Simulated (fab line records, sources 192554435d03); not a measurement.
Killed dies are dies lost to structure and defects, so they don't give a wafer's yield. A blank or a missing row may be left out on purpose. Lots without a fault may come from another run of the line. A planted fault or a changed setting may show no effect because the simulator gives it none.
Which tool did it? | flow n5_finfet | 13 lots, 39 wafers sampled, at 3 steps of a route of 1938

WHAT THE GAUGES READ, wafer by wafer
The record holds no reading of a measuring or inspecting step that can be judged against a usual standard deviation.

WHICH TOOL RAN EACH LOT (tool, then ch and the chambers of the sampled wafers, then the start)
lot  | N5_HKMG_FIN_STRIP_89              | N5_MIM_BOT_ETCH_ETCH_04            | N5_PASSIVATION_PROBE_49
L898 | rie_diel-03 ch 1,2,3, day 4 05:53 | rie_diel-06 ch 0, day 13 17:00     | -
L899 | rie_diel-06 ch 1,2,3, day 4 14:23 | rie_diel-06 ch 0,1, day 13 16:15   | -
L900 | rie_diel-03 ch 1,3, day 4 18:47   | rie_diel-03 ch 2,3, day 14 18:49   | -
L901 | rie_diel-06 ch 0,2,3, day 4 23:22 | rie_diel-03 ch 1,2,3, day 14 10:11 | -
L902 | rie_diel-03 ch 0,1,3, day 5 05:28 | rie_diel-06 ch 0,3, day 14 12:06   | -
L903 | rie_diel-05 ch 1,2, day 5 12:13   | rie_diel-03 ch 1,3, day 14 12:40   | -
L906 | rie_diel-06 ch 0,3, day 6 05:28   | rie_diel-05 ch 0,3, day 14 17:49   | -
L910 | rie_diel-06 ch 0,1,3, day 7 06:38 | rie_diel-06 ch 1,3, day 16 22:32   | -
L912 | rie_diel-05 ch 0,2,3, day 7 16:02 | rie_diel-05 ch 0,3, day 17 22:06   | prober-01, day 18 08:47
L914 | rie_diel-06 ch 1,3, day 8 08:30   | rie_diel-05 ch 1,2,3, day 19 08:19 | -
L916 | rie_diel-03 ch 0,2, day 8 16:28   | rie_diel-03 ch 2,3, day 19 18:28   | -
L917 | rie_diel-03 ch 0,2,3, day 9 01:15 | rie_diel-06 ch 0,1,2, day 19 17:10 | -
L920 | rie_diel-03 ch 1,2,3, day 9 17:07 | rie_diel-03 ch 1,2,3, day 20 13:51 | -
- N5_HKMG_FIN_STRIP_89: strips SOC in N2/H2, time 20 s.
- N5_MIM_BOT_ETCH_ETCH_04: etches SiNx in CF4/O2, target depth 26 nm, time 13 s.
- N5_PASSIVATION_PROBE_49

WHAT THE TOOLS THEMSELVES READ (means of the sampled wafers that have a number; where no wafer has one, the mark that the record gives instead)
N5_HKMG_FIN_STRIP_89. Usual: bias_power_w 7.996 W, standard deviation 0.025; drypump_motor_current_A 5.51 A, standard deviation 0.23; oes_product_au 0.80 a.u., standard deviation 0.083; rf_vpp_V 54.3 V, standard deviation 0.89; showerhead_plenum_p_Torr 3.36 Torr, standard deviation 0.11; throttle_valve_pct 18.96 %, standard deviation 0.27.
lot  | tool        | bias_power_w (W) | drypump_motor_current_A (A) | oes_product_au (a.u.) | rf_vpp_V (V) | showerhead_plenum_p_Torr (Torr) | throttle_valve_pct (%) | flag
L898 | rie_diel-03 | 7.998            | 5.46                        | 0.89                  | 54.0         | 3.32                            | 18.85                  |
L899 | rie_diel-06 | 7.995            | 5.52                        | 0.80                  | 54.3         | 3.39                            | 19.03                  |
L900 | rie_diel-03 | 7.999            | 5.37                        | 0.93                  | 54.9         | 3.42                            | 18.94                  |
L901 | rie_diel-06 | 7.999            | 5.37                        | 0.78                  | 53.3         | 3.32                            | 19.04                  |
L902 | rie_diel-03 | 7.989            | 5.42                        | 0.87                  | 53.7         | 3.40                            | 18.81                  |
L903 | rie_diel-05 | 7.973            | 5.68                        | 0.70                  | 54.8         | 3.42                            | 19.21                  |
L906 | rie_diel-06 | 7.993            | 5.40                        | 0.79                  | 54.1         | 3.33                            | 19.24                  |
L910 | rie_diel-06 | 7.998            | 5.58                        | 0.79                  | 54.9         | 3.33                            | 19.16                  |
L912 | rie_diel-05 | 7.998            | 5.56                        | 0.79                  | 55.6         | 3.42                            | 18.85                  |
L914 | rie_diel-06 | 8.031            | 5.51                        | 0.79                  | 55.1         | 3.38                            | 19.25                  |
L916 | rie_diel-03 | 8.019            | 5.56                        | 0.74                  | 54.5         | 3.19                            | 18.82                  |
L917 | rie_diel-03 | 8.006            | 5.46                        | 0.77                  | 54.4         | 3.28                            | 18.90                  |
L920 | rie_diel-03 | 8.001            | 5.46                        | 0.81                  | 53.5         | 3.30                            | 18.92                  |

N5_MIM_BOT_ETCH_ETCH_04. Usual: drypump_motor_current_A 5.49 A, standard deviation 0.21; oes_product_au 0.76 a.u., standard deviation 0.079; rf_vpp_V 241.2 V, standard deviation 1.9; showerhead_plenum_p_Torr 2.18 Torr, standard deviation 0.075; throttle_valve_pct 16.00 %, standard deviation 0.27.
lot  | tool        | drypump_motor_current_A (A) | oes_product_au (a.u.) | rf_vpp_V (V) | showerhead_plenum_p_Torr (Torr) | throttle_valve_pct (%) | flag
L898 | rie_diel-06 | 5.54                        | 0.70                  | 240.4        | 2.09                            | 16.25                  |
L899 | rie_diel-06 | 5.65                        | 0.72                  | 240.9        | 2.13                            | 16.07                  |
L900 | rie_diel-03 | 5.40                        | 0.77                  | 239.9        | 2.15                            | 16.22                  |
L901 | rie_diel-03 | 5.43                        | 0.78                  | 240.6        | 2.15                            | 16.02                  |
L902 | rie_diel-06 | 5.41                        | 0.73                  | 242.0        | 2.16                            | 16.20                  |
L903 | rie_diel-03 | 5.38                        | 0.82                  | 242.8        | 2.22                            | 15.83                  |
L906 | rie_diel-05 | 5.44                        | 0.79                  | 239.8        | 2.24                            | 16.09                  |
L910 | rie_diel-06 | 5.50                        | 0.73                  | 241.9        | 2.20                            | 16.05                  |
L912 | rie_diel-05 | 5.29                        | 0.72                  | 238.3        | 2.25                            | 16.29                  |
L914 | rie_diel-05 | 5.67                        | 0.84                  | 242.5        | 2.20                            | 15.85                  |
L916 | rie_diel-03 | 5.40                        | 0.73                  | 240.1        | 2.14                            | 16.30                  |
L917 | rie_diel-06 | 5.55                        | 0.85                  | 242.2        | 2.23                            | 15.73                  |
L920 | rie_diel-03 | 5.44                        | 0.73                  | 240.1        | 2.14                            | 16.09                  |

N5_PASSIVATION_PROBE_49. Usual: killed_at_M0_to_M3 36, standard deviation 11; killed_at_M4_up 13, standard deviation 5.1; killed_at_contacts 14, standard deviation 4.9; killed_at_front_end 41, standard deviation 10; killed_at_other 3.4, standard deviation 2.6; killed_dies 107, standard deviation 16; killed_open 70, standard deviation 11; killed_short 36, standard deviation 7.8.
lot  | tool      | killed_at_M0_to_M3 | killed_at_M4_up | killed_at_contacts | killed_at_front_end | killed_at_other | killed_dies | killed_open | killed_short | flag
L912 | prober-01 | 40                 | 18              | 8                  | 67                  | 5.0             | 138         | 79          | 35           |

THE ANSWER, worked out from the rows above alone
Rule: a lot is off if the mean of its wafers that have a number lies more than 3 standard deviations from the usual mean. A lot without any number at a reading at which 4 lots or more have one is off too. The other lots that the step has rows for count as sound. The gauges are gone through in route order, then the tools' own readings, and for those a lot's mean is taken as printed above. The first step at which some lot is off is used, and at that step the reading that is off furthest; a lot without a number counts as furthest.
No lot is off at any reading shown: from this, nothing can be told.

WHAT THE SIMULATOR HAD PUT IN
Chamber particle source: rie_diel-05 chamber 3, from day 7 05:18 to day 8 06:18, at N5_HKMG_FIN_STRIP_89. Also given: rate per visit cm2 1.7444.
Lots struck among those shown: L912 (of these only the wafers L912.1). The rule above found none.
